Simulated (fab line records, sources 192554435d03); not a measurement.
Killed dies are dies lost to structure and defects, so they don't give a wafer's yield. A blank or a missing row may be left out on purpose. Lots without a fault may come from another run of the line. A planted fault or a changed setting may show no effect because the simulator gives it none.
Which tool did it? | flow n5_finfet | 22 lots, 66 wafers sampled, at 3 steps of a route of 1938

WHAT THE GAUGES READ, wafer by wafer
N5_BEOL_M7_OVL_MEAS_12. Usual: M7_OVL -0.5 nm, standard deviation 0.73.
lot  | measured     | on         | M7_OVL (nm)    | flag
L075 | day 9 00:46  | overlay-02 | -1.0 -0.4 -1.8 |
L074 | day 9 07:19  | overlay-02 | -0.1 -0.7 -0.1 |
L076 | day 9 07:21  | overlay-02 | -1.2 0.7 -1.4  |
L077 | day 10 01:41 | overlay-02 | -0.9 -0.4 -1.5 |
L078 | day 10 06:19 | overlay-01 | -0.3 -1.7 0.4  |
L079 | day 10 11:32 | overlay-02 | -0.2 -0.8 0.2  |
L080 | day 10 14:05 | overlay-01 | -0.3 -0.8 -0.6 |
L081 | day 10 18:41 | overlay-01 | 0.4 -1.2 0.0   |
L082 | day 11 05:40 | overlay-02 | -0.4 0.1 0.7   |
L083 | day 11 19:32 | overlay-02 | -1.2 -0.7 -1.2 |
L085 | day 11 21:52 | overlay-01 | -0.5 -1.0 -1.4 |
L084 | day 11 22:30 | overlay-01 | -0.5 -0.5 -0.3 |
L086 | day 12 01:14 | overlay-01 | -1.2 -0.5 -1.0 |
L087 | day 12 01:38 | overlay-01 | -0.2 -0.2 -1.1 |
L091 | day 13 09:02 | overlay-02 | 0.1 -1.2 -1.2  |
L090 | day 13 12:04 | overlay-02 | 0.3 0.6 -0.5   |
L089 | day 13 13:40 | overlay-01 | 0.2 -0.2 0.6   |
L093 | day 13 16:33 | overlay-01 | -0.5 -1.0 0.6  |
L092 | day 13 21:55 | overlay-01 | -2.2 -2.6 -0.2 |
L094 | day 14 10:14 | overlay-02 | -0.6 -0.8 -1.9 |
L095 | day 14 13:34 | overlay-02 | -0.6 -0.4 -1.1 |
L097 | day 14 20:27 | overlay-02 | -0.8 0.0 -0.6  |

WHICH TOOL RAN EACH LOT (tool, then ch and the chambers of the sampled wafers, then the start)
lot  | N5_BEOL_M6_DESCUM_33               | N5_BEOL_M7_HM_DEP_02
L075 | rie_diel-02 ch 0,2, day 8 19:16    | pvd_sputter-02, day 9 00:22
L074 | rie_diel-03 ch 0,3, day 8 19:18    | pvd_sputter-02, day 9 00:28
L076 | rie_diel-02 ch 2,3, day 9 00:43    | pvd_sputter-03, day 9 06:47
L077 | rie_diel-03 ch 0,1,3, day 9 20:34  | pvd_sputter-01, day 10 01:09
L078 | rie_diel-06 ch 1,2, day 10 00:26   | pvd_sputter-01, day 10 05:55
L079 | rie_diel-03 ch 1,2,3, day 10 05:14 | pvd_sputter-02, day 10 11:00
L080 | rie_diel-03 ch 2,3, day 10 08:38   | pvd_sputter-03, day 10 13:33
L081 | rie_diel-02 ch 0,1, day 10 10:35   | pvd_sputter-01, day 10 18:09
L082 | rie_diel-03 ch 0,1,2, day 11 00:26 | pvd_sputter-01, day 11 05:09
L083 | rie_diel-06 ch 0,1,3, day 11 11:59 | pvd_sputter-03, day 11 19:01
L085 | rie_diel-03 ch 1,2,3, day 11 14:58 | pvd_sputter-02, day 11 21:28
L084 | rie_diel-06 ch 0,1, day 11 18:13   | pvd_sputter-03, day 11 21:58
L086 | rie_diel-02 ch 1,3, day 11 18:30   | pvd_sputter-03, day 12 00:43
L087 | rie_diel-03 ch 0,2,3, day 11 20:26 | pvd_sputter-03, day 12 01:07
L091 | rie_diel-06 ch 0,1,2, day 13 03:52 | pvd_sputter-02, day 13 08:30
L090 | rie_diel-02 ch 0,1,2, day 13 06:37 | pvd_sputter-01, day 13 11:32
L089 | rie_diel-06 ch 1,3, day 13 07:37   | pvd_sputter-01, day 13 13:08
L093 | rie_diel-06 ch 2,3, day 13 11:46   | pvd_sputter-03, day 13 16:01
L092 | rie_diel-06 ch 0,2,3, day 13 15:03 | pvd_sputter-02, day 13 21:23
L094 | rie_diel-02 ch 0,2,3, day 14 04:16 | pvd_sputter-03, day 14 09:42
L095 | rie_diel-02 ch 0,1,3, day 14 07:14 | pvd_sputter-03, day 14 13:02
L097 | rie_diel-06 ch 0,1,2, day 14 14:38 | pvd_sputter-01, day 14 20:02
- N5_BEOL_M6_DESCUM_33: chemistry O2, time 7 s.
- N5_BEOL_M7_HM_DEP_02: deposits TiN, target thk 20 nm.

WHAT THE TOOLS THEMSELVES READ (means of the sampled wafers that have a number; where no wafer has one, the mark that the record gives instead)
N5_BEOL_M6_DESCUM_33. Usual: drypump_motor_current_A 5.7 A, standard deviation 0.43; oes_product_au 0.83 a.u., standard deviation 0.06; rf_vpp_V 243.7 V, standard deviation 1.3; showerhead_plenum_p_Torr 2.13 Torr, standard deviation 0.069; throttle_valve_pct 20.34 %, standard deviation 0.24.
lot  | tool        | drypump_motor_current_A (A) | oes_product_au (a.u.) | rf_vpp_V (V) | showerhead_plenum_p_Torr (Torr) | throttle_valve_pct (%) | flag
L075 | rie_diel-02 | 6.1                         | 0.86                  | 242.9        | 2.05                            | 20.58                  |
L074 | rie_diel-03 | 6.0                         | 0.83                  | 244.4        | 2.10                            | 20.52                  |
L076 | rie_diel-02 | 5.4                         | 0.72                  | 242.5        | 2.09                            | 20.46                  |
L077 | rie_diel-03 | 5.8                         | 0.84                  | 243.9        | 2.16                            | 20.47                  |
L078 | rie_diel-06 | 5.8                         | 0.80                  | 243.0        | 2.07                            | 20.34                  |
L079 | rie_diel-03 | 5.6                         | 0.87                  | 244.5        | 2.20                            | 20.45                  |
L080 | rie_diel-03 | 5.6                         | 0.84                  | 244.5        | 2.16                            | 20.43                  |
L081 | rie_diel-02 | 5.9                         | 0.94                  | 243.9        | 2.10                            | 20.14                  |
L082 | rie_diel-03 | 5.7                         | 0.85                  | 245.2        | 2.18                            | 20.56                  |
L083 | rie_diel-06 | 6.0                         | 0.80                  | 243.4        | 2.14                            | 20.27                  |
L085 | rie_diel-03 | 5.6                         | 0.85                  | 245.2        | 2.20                            | 20.46                  |
L084 | rie_diel-06 | 6.1                         | 0.78                  | 243.6        | 2.09                            | 20.42                  |
L086 | rie_diel-02 | 5.4                         | 0.88                  | 243.6        | 2.12                            | 20.01                  |
L087 | rie_diel-03 | 5.8                         | 0.82                  | 243.5        | 2.14                            | 20.55                  |
L091 | rie_diel-06 | 5.8                         | 0.79                  | 242.9        | 2.12                            | 20.25                  |
L090 | rie_diel-02 | 5.9                         | 0.91                  | 243.1        | 2.06                            | 20.26                  |
L089 | rie_diel-06 | 5.9                         | 0.78                  | 243.2        | 2.12                            | 20.28                  |
L093 | rie_diel-06 | 5.3                         | 0.82                  | 244.6        | 2.14                            | 20.05                  |
L092 | rie_diel-06 | 5.7                         | 0.80                  | 245.1        | 2.17                            | 20.10                  |
L094 | rie_diel-02 | 5.6                         | 0.85                  | 242.5        | 2.06                            | 20.36                  |
L095 | rie_diel-02 | 5.7                         | 0.84                  | 242.7        | 2.08                            | 20.26                  |
L097 | rie_diel-06 | 5.8                         | 0.78                  | 242.6        | 2.12                            | 20.26                  |

N5_BEOL_M7_HM_DEP_02. Usual: substrate_temp_c 25.00 C, standard deviation 0.11; throttle_valve_pct 30.2 %, standard deviation 0.91.
lot  | tool           | substrate_temp_c (C) | throttle_valve_pct (%) | flag
L075 | pvd_sputter-02 | 25.04                | 29.8                   |
L074 | pvd_sputter-02 | 24.98                | 29.3                   |
L076 | pvd_sputter-03 | 25.01                | 30.6                   |
L077 | pvd_sputter-01 | 25.09                | 31.2                   |
L078 | pvd_sputter-01 | 25.05                | 30.0                   |
L079 | pvd_sputter-02 | 25.02                | 29.3                   |
L080 | pvd_sputter-03 | 24.95                | 30.3                   |
L081 | pvd_sputter-01 | 24.95                | 29.8                   |
L082 | pvd_sputter-01 | 25.02                | 31.1                   |
L083 | pvd_sputter-03 | 24.98                | 31.1                   |
L085 | pvd_sputter-02 | 24.96                | 29.3                   |
L084 | pvd_sputter-03 | 25.00                | 29.5                   |
L086 | pvd_sputter-03 | 25.06                | 30.8                   |
L087 | pvd_sputter-03 | 25.09                | 29.8                   |
L091 | pvd_sputter-02 | 24.95                | 29.8                   |
L090 | pvd_sputter-01 | 25.07                | 30.1                   |
L089 | pvd_sputter-01 | 25.00                | 30.7                   |
L093 | pvd_sputter-03 | 24.98                | 29.9                   |
L092 | pvd_sputter-02 | 24.93                | 29.8                   |
L094 | pvd_sputter-03 | 24.96                | 30.3                   |
L095 | pvd_sputter-03 | 24.96                | 30.4                   |
L097 | pvd_sputter-01 | 25.05                | 30.6                   |

THE ANSWER, worked out from the rows above alone
Rule: a lot is off if the mean of its wafers that have a number lies more than 3 standard deviations from the usual mean. A lot without any number at a reading at which 4 lots or more have one is off too. The other lots that the step has rows for count as sound. The gauges are gone through in route order, then the tools' own readings, and for those a lot's mean is taken as printed above. The first step at which some lot is off is used, and at that step the reading that is off furthest; a lot without a number counts as furthest.
No lot is off at any reading shown: from this, nothing can be told.

WHAT THE SIMULATOR HAD PUT IN
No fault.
